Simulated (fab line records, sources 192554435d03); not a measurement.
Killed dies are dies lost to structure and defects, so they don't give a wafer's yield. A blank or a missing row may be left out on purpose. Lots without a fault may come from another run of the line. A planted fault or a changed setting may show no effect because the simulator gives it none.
Chamber matching | flow n5_finfet | N5_FIN_CUT_DESCUM_13 on rie_diel-06: 4 sister chambers
The step chemistry O2, time 7 s. 7 wafers are shown with their chamber, then 7 later ones without.

WAFERS WITH THEIR CHAMBER
wafer  | chamber | showerhead_plenum_p_Torr (Torr) | throttle_valve_pct (%)
L078.2 | 2       | 2.24                            | 20.33
L086.1 | 1       | 2.05                            | 20.04
L086.3 | 3       | 2.19                            | 20.32
L088.1 | 1       | 2.05                            | 20.02
L088.6 | 0       | 2.02                            | 20.66
L095.2 | 3       | 2.18                            | 20.35
L095.3 | 0       | 2.02                            | 20.71

WAFERS WITHOUT THEIR CHAMBER
wafer  | showerhead_plenum_p_Torr (Torr) | throttle_valve_pct (%)
L095.5 | 2.04                            | 20.04
L096.1 | 2.18                            | 20.34
L096.2 | 2.23                            | 20.38
L096.5 | 2.04                            | 20.04
L097.2 | 2.02                            | 20.70
L097.3 | 2.18                            | 20.34
L097.6 | 2.02                            | 20.70

WHICH CHAMBER EACH WENT THROUGH
wafer  | from the rows above | in truth
L095.5 | 1                   | 1
L096.1 | 3                   | 3
L096.2 | 2                   | 2
L096.5 | 1                   | 1
L097.2 | 0                   | 0
L097.3 | 3                   | 3
L097.6 | 0                   | 0
Placed correctly: 7 of 7. Can't be placed from these rows: 0. Placed wrongly: 0.
How it was worked out, from the rows above alone: a wafer's distance from a chamber is the root of the sum, over the readings, of the square of ((its reading less the chamber's mean) divided by the reading's scatter). The wafer belongs to the nearest chamber; if the next one is less than 2 further off, it can't be placed. A chamber's mean is the mean of its shown wafers. The scatter: the root of (the sum of the squares of (reading less its chamber's mean) over the shown wafers, divided by (wafers less chambers)).
